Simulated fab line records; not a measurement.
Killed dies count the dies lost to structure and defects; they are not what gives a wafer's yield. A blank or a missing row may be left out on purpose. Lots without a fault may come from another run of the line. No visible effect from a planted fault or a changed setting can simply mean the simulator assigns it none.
Which tool did it? / flow n5 finfet / 33 wafers from 11 lots sampled at 6 of the route's 1938 steps

WHAT EACH GAUGE READ, for each wafer
N5_BEOL_M7_CD_MEAS_35: the cd target is 40 nm.
lot=L075; measured=day 10 00:43; on=cd sem-01; cd nm (nm)=39.6 40.0 39.9
lot=L077; measured=day 10 13:02; on=cd sem-03; cd nm (nm)=40.1 40.1 39.9
lot=L079; measured=day 11 02:16; on=cd sem-02; cd nm (nm)=39.2 39.5 40.3
lot=L083; measured=day 11 16:51; on=cd sem-01; cd nm (nm)=40.2 40.3 40.0
lot=L084; measured=day 11 23:04; on=cd sem-02; cd nm (nm)=40.5 40.0 40.9
lot=L086; measured=day 12 09:48; on=cd sem-03; cd nm (nm)=41.2 40.6 40.1
lot=L087; measured=day 13 15:40; on=cd sem-01; cd nm (nm)=40.2 39.6 40.6
lot=L091; measured=day 13 22:40; on=cd sem-02; cd nm (nm)=39.5 40.3 40.1
lot=L092; measured=day 14 20:17; on=cd sem-03; cd nm (nm)=40.6 41.5 40.4
lot=L094; measured=day 15 02:07; on=cd sem-01; cd nm (nm)=40.1 40.5 40.1
lot=L097; measured=day 16 07:17; on=cd sem-02; cd nm (nm)=39.9 40.3 39.6

WHAT TOOL EACH LOT RAN ON (gives the tool, then ch and the chambers of the sampled wafers, and finally the start)
lot=L075; N5_BEOL_M6_ALD_77=ald metal-02 ch 0,1,3, day 9 13:44; N5_BEOL_M7_ILD_DEP_00=pecvd-01 ch 0,1, day 9 15:56; N5_BEOL_M7_DESCUM_16=rie diel-04 ch 1,3, day 9 20:56; N5_BEOL_M7_ETCH_62=rie diel-04 ch 1,3, day 9 21:01; N5_BEOL_M7_ETCH_72=rie diel-02 ch 1,2,3, day 10 00:09
lot=L077; N5_BEOL_M6_ALD_77=ald metal-02 ch 0,2,3, day 10 04:38; N5_BEOL_M7_ILD_DEP_00=pecvd-04 ch 1,2, day 10 07:20; N5_BEOL_M7_DESCUM_16=rie diel-04 ch 1,2,3, day 10 10:04; N5_BEOL_M7_ETCH_62=rie diel-04 ch 1,2,3, day 10 10:09; N5_BEOL_M7_ETCH_72=rie diel-02 ch 1,2,3, day 10 12:30
lot=L079; N5_BEOL_M6_ALD_77=ald metal-04 ch 2,3, day 10 17:55; N5_BEOL_M7_ILD_DEP_00=pecvd-03 ch 1,2, day 10 20:10; N5_BEOL_M7_DESCUM_16=rie diel-04 ch 0,1,3, day 11 00:02; N5_BEOL_M7_ETCH_62=rie diel-04 ch 0,1,3, day 11 00:07; N5_BEOL_M7_ETCH_72=rie diel-04 ch 0,1,3, day 11 01:43
lot=L083; N5_BEOL_M6_ALD_77=ald metal-04 ch 1,2,3, day 11 10:49; N5_BEOL_M7_ILD_DEP_00=pecvd-03 ch 0,1, day 11 12:19; N5_BEOL_M7_DESCUM_16=rie diel-04 ch 0,2,3, day 11 13:55; N5_BEOL_M7_ETCH_62=rie diel-04 ch 0,2,3, day 11 14:00; N5_BEOL_M7_ETCH_72=rie diel-02 ch 1,2,3, day 11 16:18
lot=L084; N5_BEOL_M6_ALD_77=ald metal-04 ch 0,3, day 11 14:22; N5_BEOL_M7_ILD_DEP_00=pecvd-03 ch 1,2, day 11 17:16; N5_BEOL_M7_DESCUM_16=rie diel-04 ch 1,3, day 11 21:10; N5_BEOL_M7_ETCH_62=rie diel-04 ch 1,3, day 11 21:16; N5_BEOL_M7_ETCH_72=rie diel-02 ch 0,2,3, day 11 22:31
lot=L086; N5_BEOL_M6_ALD_77=ald metal-02 ch 1,2, day 12 04:28; N5_BEOL_M7_ILD_DEP_00=pecvd-03 ch 0,1,2, day 12 05:58; N5_BEOL_M7_DESCUM_16=rie diel-04 ch 0,1,2, day 12 07:39; N5_BEOL_M7_ETCH_62=rie diel-04 ch 0,1,2, day 12 07:44; N5_BEOL_M7_ETCH_72=rie diel-01 ch 2,3, day 12 09:14
lot=L087; N5_BEOL_M6_ALD_77=ald metal-02 ch 0,1,2, day 13 08:22; N5_BEOL_M7_ILD_DEP_00=pecvd-04 ch 0,1,2, day 13 10:11; N5_BEOL_M7_DESCUM_16=rie diel-02 ch 1,2, day 13 12:54; N5_BEOL_M7_ETCH_62=rie diel-02 ch 1,2, day 13 12:59; N5_BEOL_M7_ETCH_72=rie diel-04 ch 1,2,3, day 13 15:07
lot=L091; N5_BEOL_M6_ALD_77=ald metal-02 ch 0,2,3, day 13 13:41; N5_BEOL_M7_ILD_DEP_00=pecvd-04 ch 0,2, day 13 16:19; N5_BEOL_M7_DESCUM_16=rie diel-01 ch 0,1,3, day 13 20:43; N5_BEOL_M7_ETCH_62=rie diel-01 ch 0,1,3, day 13 20:48; N5_BEOL_M7_ETCH_72=rie diel-02 ch 1,2, day 13 22:07
lot=L092; N5_BEOL_M6_ALD_77=ald metal-02 ch 1,2,3, day 14 14:28; N5_BEOL_M7_ILD_DEP_00=pecvd-01 ch 0,1,2, day 14 15:58; N5_BEOL_M7_DESCUM_16=rie diel-01 ch 0,3, day 14 18:39; N5_BEOL_M7_ETCH_62=rie diel-01 ch 0,3, day 14 18:44; N5_BEOL_M7_ETCH_72=rie diel-04 ch 1,2,3, day 14 19:44
lot=L094; N5_BEOL_M6_ALD_77=ald metal-02 ch 1,2,3, day 14 19:47; N5_BEOL_M7_ILD_DEP_00=pecvd-01 ch 0,2, day 14 22:48; N5_BEOL_M7_DESCUM_16=rie diel-02 ch 0,2, day 15 00:02; N5_BEOL_M7_ETCH_62=rie diel-02 ch 0,2, day 15 00:08; N5_BEOL_M7_ETCH_72=rie diel-01 ch 0,2, day 15 01:34
lot=L097; N5_BEOL_M6_ALD_77=ald metal-03 ch 0,1,2, day 15 22:14; N5_BEOL_M7_ILD_DEP_00=pecvd-03 ch 0,2, day 16 00:02; N5_BEOL_M7_DESCUM_16=rie diel-01 ch 0,2, day 16 03:07; N5_BEOL_M7_ETCH_62=rie diel-01 ch 0,2, day 16 03:12; N5_BEOL_M7_ETCH_72=rie diel-04 ch 2,3, day 16 06:44
- N5_BEOL_M6_ALD_77: deposits TaN, target thk 2 nm, pulse time 2 s, purge time 3 s.
- N5_BEOL_M7_ILD_DEP_00: deposits SiCOH lowk from DEMS/porogen, target thk 179.75 nm, time 33.4 s.
- N5_BEOL_M7_DESCUM_16: chemistry O2, time 7.9 s.
- N5_BEOL_M7_ETCH_62: etches SOC in N2/H2, target depth 110 nm, overetch 22 nm, time 165 s.
- N5_BEOL_M7_ETCH_72: etches underlayer in N2/H2, target depth 6.5 nm, time 5.2 s.

THE ANSWER, worked out from the rows above alone
Rule: the usual values come from the lots themselves. The widest of any qualifying gaps counts: lots, ordered by their means at a reading, are off when they make up no more than a third of the lots, leave a main group of 4 or more, and stand apart from it by 3 or more times the standard deviation of that group's means. The tables above print the reading to a certain number of digits; a main group whose means all agree to those digits is not used. Also off: a lot with no number at a reading for which 4 or more lots have one. The other lots that the step has rows for count as sound.
Nothing can be told from this: no lot is off at any reading shown.

WHAT HAD BEEN PUT IN BY THE SIMULATOR
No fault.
